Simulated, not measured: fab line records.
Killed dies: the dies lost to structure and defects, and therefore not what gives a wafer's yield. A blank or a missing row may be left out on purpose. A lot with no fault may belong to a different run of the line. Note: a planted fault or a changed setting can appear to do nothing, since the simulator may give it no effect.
Code-filled problem report in 8D (eight disciplines) form | flow n5 finfet | the parts of the form that need people (team, actions taken, sign-off) are left out

## 1. THE PROBLEM
TV_OVL at N5_PASSIVATION_OVL_MEAS_60 reads a mean of 236 nm on 12 wafers of 4 lots; wafers without a fault read -4 nm with a standard deviation of 4.7. That puts it +51 standard deviations away from the usual mean.
The first sign was on wafer L223.1 at day 14 16:49, on overlay-02. The record holds 33 wafers of 11 lots with a number at this step. The rule behind "out" and "out of limits": a value lying over 4 standard deviations away from the usual mean. The other wafers with a number count as sound.

## 2. WHAT IT IS; WHAT IT IS NOT
question                    | is                     | is not
which readings at this step | TV_OVL                 | -
which lots                  | L223, L224, L225, L226 | L215, L216, L219, L220, L221, L222, L231
which wafers of those lots  | all that have a number | -
read on which gauges        | overlay-01, overlay-02 | -
when                        | from day 14 16:49      | up to then (18 sound wafers); but 3 sound wafers of L231 came after

## 3. SUSPECTS, AND WHAT RULES EACH OUT
Counting: a tool stays on the suspect list if, at a process step up to the reading, it processed all lots that are out and no sound lot following the first of them.
- the gauge at N5_PASSIVATION_OVL_MEAS_60 is ruled out. 2 gauges (overlay-01, overlay-02) read the wafers that are out.
- krf scanner-02 at N5_PASSIVATION_EXPOSE_07 (exposes mask TV, defocus 0 nm, target cd 3000 nm): kept. All lots that are out passed through it, beginning with L223 at day 14 16:37, and no sound lot followed; its final sound lot before that point was L222 at day 14 03:58.
After counting, what remains is krf scanner-02 at N5_PASSIVATION_EXPOSE_07.

## 4. THE CAUSE (what the simulator had put in)
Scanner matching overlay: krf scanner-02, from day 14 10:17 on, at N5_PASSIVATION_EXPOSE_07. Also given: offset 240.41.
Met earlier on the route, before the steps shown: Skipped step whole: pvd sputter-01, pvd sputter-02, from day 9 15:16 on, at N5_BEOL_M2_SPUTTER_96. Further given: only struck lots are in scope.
The count eliminated every tool but this one.

## 5. THE EFFECT CHAIN, in route order
Each row: a reading whose mean over the struck wafers that have a number lies more than 3 standard deviations from the usual. Only readings for which the record gives a usual standard deviation are gone through. hours: the time from each lot's start at the first step in this table that gives one to its start at this step, as a median over the lots. sigmas: the change in usual standard deviations.
hours | step                       | reading | usual | on struck wafers | change | sigmas
0     | N5_PASSIVATION_OVL_MEAS_60 | TV_OVL  | -4 nm | 236              | +240   | +51

## 6. WHAT WOULD HAVE CAUGHT IT SOONER
In this record the first reading out of limits at a measuring or inspecting step was taken at day 14 16:49, 7 hours after the fault began at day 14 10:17.
Of the lots that are out (4), L224, L225, L226 began N5_PASSIVATION_EXPOSE_07 on krf scanner-02 after day 14 16:49. A hold on the tool at that time would have spared those 3.
